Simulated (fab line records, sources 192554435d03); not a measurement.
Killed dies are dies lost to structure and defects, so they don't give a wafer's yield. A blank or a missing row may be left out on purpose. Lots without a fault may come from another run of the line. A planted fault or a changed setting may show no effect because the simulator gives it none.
A struck lot beside a sound one | flow n5_finfet | 16 steps out of a route of 1938
Sound: wafers L816.2, L816.4, L816.6. Struck: wafers L818.3, L818.4. (L818.2 of the same lot was not struck and is left out.) The cause comes at the end.
At each step with rows: each side's tool, then ch and its chambers, then its first start. Under that, the readings that differ: sound wafers | struck wafers | difference of the means | sigmas: that difference in standard deviations of wafers without a fault.
alike: readings whose means differ by less than 2 such deviations, and words and numbers that are the same on both sides. not compared: withheld readings, readings that some wafer has no value for, bounds like >300 that may hide the same value, and numbers for which the record gives no deviation and whose values overlap.
The two part at a step that has a row with sigmas, a row that says differs or no value, or rows on one side only. Numbers that don't overlap but have no deviation are shown without sigmas and don't part them. A reading that every wafer of one side lacks parts them only if that side has two wafers or more.

first, 7 steps without rows for these wafers: N5_SDB_COAT_04 (time 60 s, resist thk 18 nm); N5_SDB_COAT_05 (resist thk 90 nm); N5_SDB_EBR_07; N5_SDB_SOFTBAKE_06 (time 60 s); N5_SDB_EXPOSE_08 (exposes mask SDB); N5_SDB_PEB_09 (peb time 60 s); N5_SDB_DEVELOP_10 (develop time 30 s).
N5_SDB_CD_MEAS_11: target cd 50 nm.
  sound on cd_sem-03 ch 0, day 7 02:21; struck on cd_sem-03 ch 0, day 7 15:14
  alike: cd_nm
N5_SDB_OVL_MEAS_12:
  sound on overlay-01 ch 0, day 7 02:23; struck on overlay-01 ch 0, day 7 15:16
  alike: SDB_OVL
N5_SDB_INSPECT_13: inspects for defects (brightfield).
  sound on defect_inspect-02, day 7 02:24; struck on defect_inspect-01, day 7 15:17
  alike: raw_defect_count
N5_SDB_DESCUM_16: chemistry O2, time 7.9 s.
  sound on rie_diel-05 ch 1,2,3, day 7 02:26; struck on rie_diel-05 ch 0,1, day 7 15:19
  alike: chamber_pressure_mTorr, drypump_motor_current_A, oes_product_au, rf_vpp_V, showerhead_plenum_p_Torr, throttle_valve_pct
  not compared: rf_hours_counter_h
N5_SDB_ETCH_17: etches SiARC in CF4, target depth 23.4 nm, time 39 s.
  sound on rie_diel-05 ch 1,2,3, day 7 02:28; struck on rie_diel-05 ch 0,1, day 7 15:21
  alike: chamber_pressure_mTorr, drypump_motor_current_A, etch_rf_on_time_s, oes_product_au, rf_vpp_V, showerhead_plenum_p_Torr, throttle_valve_pct
  not compared: rf_hours_counter_h
N5_SDB_ETCH_18: etches SOC in N2/H2, target depth 100 nm, overetch 20 nm, time 150 s.
  sound on rie_diel-05 ch 1,2,3, day 7 02:31; struck on rie_diel-05 ch 0,1, day 7 15:23
  reading                                | sound        | struck    | difference | sigmas
  model.SiARC_of_SDB_COAT_04.thk_nm (nm) | 13 12.4 12.8 | 13.4 13.6 | +0.8       |
  alike: chamber_pressure_mTorr, drypump_motor_current_A, oes_product_au, rf_vpp_V, showerhead_plenum_p_Torr, throttle_valve_pct
  not compared: rf_hours_counter_h
then, 1 step without rows for these wafers: N5_SDB_STRIP_19 (strips in N2/H2).
-- the record jumps here: 5 days lie between the struck wafers' starts before and after (it left off in module SDB and takes up again in module BEOL_M4, whose first step shown is number 1111 of the route) --
N5_BEOL_M4_RC_MEAS_101:
  sound on prober-01 ch 0, day 11 18:34; struck on prober-02 ch 0, day 12 11:51
  reading       | sound       | struck  | difference | sigmas
  ION_N (uA/um) | 640 651 663 | 683 682 | +31        | +2
  VT_N (mV)     | 257 254 255 | 245 245 | -10        | -2
  alike: DIBL_N, DIBL_P, IOFF_N, IOFF_P, ION_P, SS_N, SS_P, VT_P
-- the record jumps here: 4 days lie between the struck wafers' starts before and after (it left off in module BEOL_M4 and takes up again in module PASSIVATION, whose first step shown is number 1936 of the route) --
N5_PASSIVATION_PROBE_49:
  sound on prober-01, day 15 15:50; struck on prober-02, day 16 15:22
  alike: defect_limited_yield, killed_at_M0_to_M3, killed_at_M4_up, killed_at_contacts, killed_at_front_end, killed_at_other, killed_dies, killed_open, killed_short, sort_bin_4_leakage, sort_bin_5_function, sort_bin_6_memory, sort_bin_8_speed, sort_n_pass, sort_yield_pct

WHERE THEY PART
Only at N5_BEOL_M4_RC_MEAS_101, within this record. Later steps at which nothing parts them and some readings are alike: N5_PASSIVATION_PROBE_49.

WHY: what the simulator had put in
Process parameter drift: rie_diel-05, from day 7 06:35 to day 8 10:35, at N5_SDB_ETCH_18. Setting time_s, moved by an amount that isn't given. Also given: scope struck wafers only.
